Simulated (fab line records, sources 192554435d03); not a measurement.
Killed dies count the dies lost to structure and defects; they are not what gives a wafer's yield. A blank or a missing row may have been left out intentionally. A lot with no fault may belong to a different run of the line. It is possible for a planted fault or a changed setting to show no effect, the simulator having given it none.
Split-lot study ; flow n5Finfet ; 7 lots, 21 wafers read, on a route of 1938 steps

## ON THE SPLIT
At N5_MOL_CONTACT_COAG_VIA_ETCH_46 (etches SiO2 in C4F6/O2, target depth 46 nm, overetch 9.2 nm, time 40 s), the setting biasW was moved away from the recipe's 455 W on 11 of the 21 wafers read, by -13.3% to +17.7%. For the rest of the wafers, this setting stayed at what the recipe calls for.

The split's own step is where the reading is taken.

## THE READING
rfVppV, in V, at N5_MOL_CONTACT_COAG_VIA_ETCH_46 (etches SiO2 in C4F6/O2, target depth 46 nm, overetch 9.2 nm, time 40 s). On this fab line, fault-free wafers typically give 1588 V with a standard deviation of 16 V.

wafer;tool, chamber at the split;biasW as run, W;against the recipe;rfVppV, V;against lot-mates on the recipe
L074.3;rieDiel-04, 2;455;recipe;1591;-
L074.4;rieDiel-04, 1;455;recipe;1615;-
L074.5;rieDiel-04, 3;455;recipe;1616;-
L075.1;rieDiel-03, 0;455;recipe;1609;-
L075.2;rieDiel-03, 1;535.7;+17.7%;1773;+164
L075.3;rieDiel-03, 3;535.7;+17.7%;1766;+157
L082.2;rieDiel-04, 3;455;recipe;1616;-
L082.4;rieDiel-04, 1;394.4;-13.3%;1451;-140
L082.6;rieDiel-04, 0;455;recipe;1567;-
L089.1;rieDiel-01, 0;455;recipe;1593;-
L089.3;rieDiel-01, 3;476.3;+4.7%;1630;+37
L089.4;rieDiel-01, 1;476.3;+4.7%;1641;+48
L093.3;rieDiel-04, 0;491.2;+8.0%;1658;+91
L093.4;rieDiel-04, 3;491.2;+8.0%;1709;+142
L093.6;rieDiel-04, 0;455;recipe;1567;-
L094.2;rieDiel-03, 1;455;recipe;1571;-
L094.3;rieDiel-03, 3;481.2;+5.8%;1631;+63
L094.4;rieDiel-03, 3;455;recipe;1565;-
L096.2;rieDiel-03, 3;505.9;+11.2%;1693;no lot-mate on the recipe
L096.4;rieDiel-03, 2;505.9;+11.2%;1718;no lot-mate on the recipe
L096.5;rieDiel-03, 1;505.9;+11.2%;1699;no lot-mate on the recipe

THE FIT
A straight line over all 21 wafers: rfVppV changes by +10.2 V for each +1% of biasW; r = +0.97; the points scatter about the line by 19 V.
The same after taking each lot's own level away (the mean of its wafers on the recipe; 18 wafers): +9.99 V for each +1%; r = +0.96; scatter 20 V.
On that fit, the largest move of biasW shifts the reading by 1.8e+02 V.
From 1567.0 to 1609.0 V: that is the span of the lots' own levels, equal to 2.6 times the standard deviation above.
So the lot-to-lot level changes the slope little: the two slopes agree.
Check: with one of the wafers moved furthest among these (+17.7%) left out of the fit, the line predicts +186 V for it against its lot-mates. Against them it came out at +164 V.
Tool readings at the split's step, against how far the setting was moved: rfVppV r = +0.97.

## THE OTHER SPLITS THESE WAFERS WENT THROUGH
Before the reading, these wafers also passed through other splits. Each is held against what the fit with the lots' levels taken away leaves over:
other split on the same wafers;wafers away from the commonest value;r with rfVppV (lot level and that fit taken away)
N5_GATE_CUT_COAT_34 spinRpm;4;-0.43
N5_MOL_CONTACT_COAG_ETCHBACK_135 timeS;5;-0.29

## FILE'S OWN FIT
rfVppV changes by +10.2 V for each +1% of biasW, r = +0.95.
